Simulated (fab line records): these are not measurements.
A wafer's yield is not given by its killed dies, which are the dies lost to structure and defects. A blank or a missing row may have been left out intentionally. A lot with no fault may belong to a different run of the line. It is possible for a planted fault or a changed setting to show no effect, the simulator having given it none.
Split-lot study ; flow n5 finfet ; on a route of 1938 steps: 7 lots, 39 wafers read

== ON THE SPLIT ==
At N5_BEOL_M0_TRENCH_ETCH_107 (etches SiOC in C4F6/O2, target depth 32.8 nm, time 16.4 s), the setting target depth a was moved away from the recipe's 328 angstrom on 9 of the 39 wafers read, by -33.2% to +59.5%. For the rest of the wafers, this setting stayed at what the recipe calls for.

== BETWEEN THE SPLIT AND THE READING: the file shows 1 step in between ==
- N5_BEOL_M0_STRIP_142: strips in N2/H2, time 10 s

== THE READING ==
trench depth nm, in nm, at N5_BEOL_M0_OCD_MEAS_108. On this fab line, fault-free wafers typically give 32.9 nm with a standard deviation of 0.75 nm.

wafer;tool, chamber at the split;target depth a as run, angstrom;against the recipe;trench depth nm, nm;against lot-mates on the recipe
L074.1;rie diel-04, 0;328;recipe;31.7;-
L074.2;rie diel-04, 2;328;recipe;33.5;-
L074.3;rie diel-04, 1;328;recipe;32.3;-
L074.4;rie diel-04, 3;328;recipe;33.8;-
L074.5;rie diel-04, 1;328;recipe;32.5;-
L074.6;rie diel-04, 0;328;recipe;31.6;-
L075.1;rie diel-05, 3;328;recipe;33.5;-
L075.2;rie diel-05, 1;328;recipe;34.5;-
L075.3;rie diel-05, 0;328;recipe;32.4;-
L075.4;rie diel-05, 2;328;recipe;32.1;-
L075.5;rie diel-05, 2;328;recipe;32.3;-
L075.6;rie diel-05, 1;328;recipe;34.2;-
L082.1;rie diel-05, 1;275.6;-16.0%;28.8;-3.8
L082.2;rie diel-05, 0,2,2;328;recipe;32.3;-
L082.3;rie diel-05, 3;275.6;-16.0%;28.4;-4.2
L082.4;rie diel-05, 0,2,2;328;recipe;33.0;-
L082.5;rie diel-05, 0,2,2;328;recipe;32.4;-
L082.6;rie diel-05, 1;275.6;-16.0%;29.0;-3.6
L087.1;rie diel-01, 0,3;328;recipe;32.3;-
L087.2;rie diel-01, 2;328;recipe;32.7;-
L087.3;rie diel-01, 1;328;recipe;32.2;-
L087.4;rie diel-01, 0,3;328;recipe;32.1;-
L087.5;rie diel-01, 1;328;recipe;32.6;-
L087.6;rie diel-01, 2;328;recipe;32.6;-
L088.1;rie diel-05, 0;219.2;-33.2%;21.9;-11.3
L088.2;rie diel-05, 1;328;recipe;35.1;-
L088.3;rie diel-05, 2;219.2;-33.2%;21.7;-11.5
L088.4;rie diel-05, 3;219.2;-33.2%;21.9;-11.3
L088.5;rie diel-05, 2;328;recipe;31.6;-
L088.6;rie diel-05, 3;328;recipe;33.0;-
L089.1;rie diel-04, 2,3;328;recipe;33.3;-
L089.2;rie diel-04, 2,3;328;recipe;33.2;-
L089.3;rie diel-04, 2,3;523.2;+59.5%;53.6;+20.2
L089.4;rie diel-04, 3;523.2;+59.5%;52.8;+19.4
L089.5;rie diel-04, 2,3;523.2;+59.5%;53.6;+20.2
L089.6;rie diel-04, 2;328;recipe;33.8;-
L094.1;rie diel-04, 3;328;recipe;33.7;-
L094.3;rie diel-04, 2;328;recipe;33.3;-
L094.4;rie diel-04, 3;328;recipe;34.1;-
When a row names more than one chamber, that row covers several wafers, and the file does not tell which wafer ran in which chamber.

FIT RESULTS
A straight line over all 39 wafers: trench depth nm changes by +0.337 nm for each +1% of target depth a; r = +0.99; the points scatter about the line by 0.86 nm.
The same after taking each lot's own level away (the mean of its wafers on the recipe; 39 wafers): +0.331 nm for each +1%; r = +0.99; scatter 0.81 nm.
On that fit, the largest move of target depth a shifts the reading by 20 nm.
The lots' own levels span 32.42 to 33.70 nm, that is 1.7 times the standard deviation above.
Hence the lot-to-lot level has little effect on the slope; both slopes agree.
Check: +19.7 nm against its lot-mates is what the line predicts for one of the wafers moved furthest among these (+59.5%) when that wafer is left out of the fit. It came out at +20.2 nm against them.

== FURTHER SPLITS ON THESE WAFERS ==
Before the reading, these wafers also passed through other splits. Each is held against what the fit with the lots' levels taken away leaves over:
other split on the same wafers;wafers away from the commonest value;r with trench depth nm (lot level and that fit taken away)
N5_FIN_SAQP_HM_DEP_03 time s;9;-0.03
N5_DUMMY_GATE_ETCH_32 time s;12;-0.01
N5_MOL_CONTACT_COAG_ALD_133 ald cycles;12;+0.03

== THE WHOLE CHAIN: every reading that the file lists as answering this split, in the file's order ==
step;what it does;reading;change (the file's fit);r (the file's)
N5_BEOL_M0_TRENCH_ETCH_107;etches SiOC in C4F6/O2, target depth 32.8 nm, time 16.4 s;BEOL_M0.feature depth nm (the simulator's own value, which no gauge read);+0.333 nm for each +1% of the setting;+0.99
N5_BEOL_M0_OCD_MEAS_108;;trench depth nm;+0.331 nm for each +1% of the setting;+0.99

== FILE'S OWN FIT ==
trench depth nm changes by +0.331 nm for each +1% of target depth a, r = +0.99.
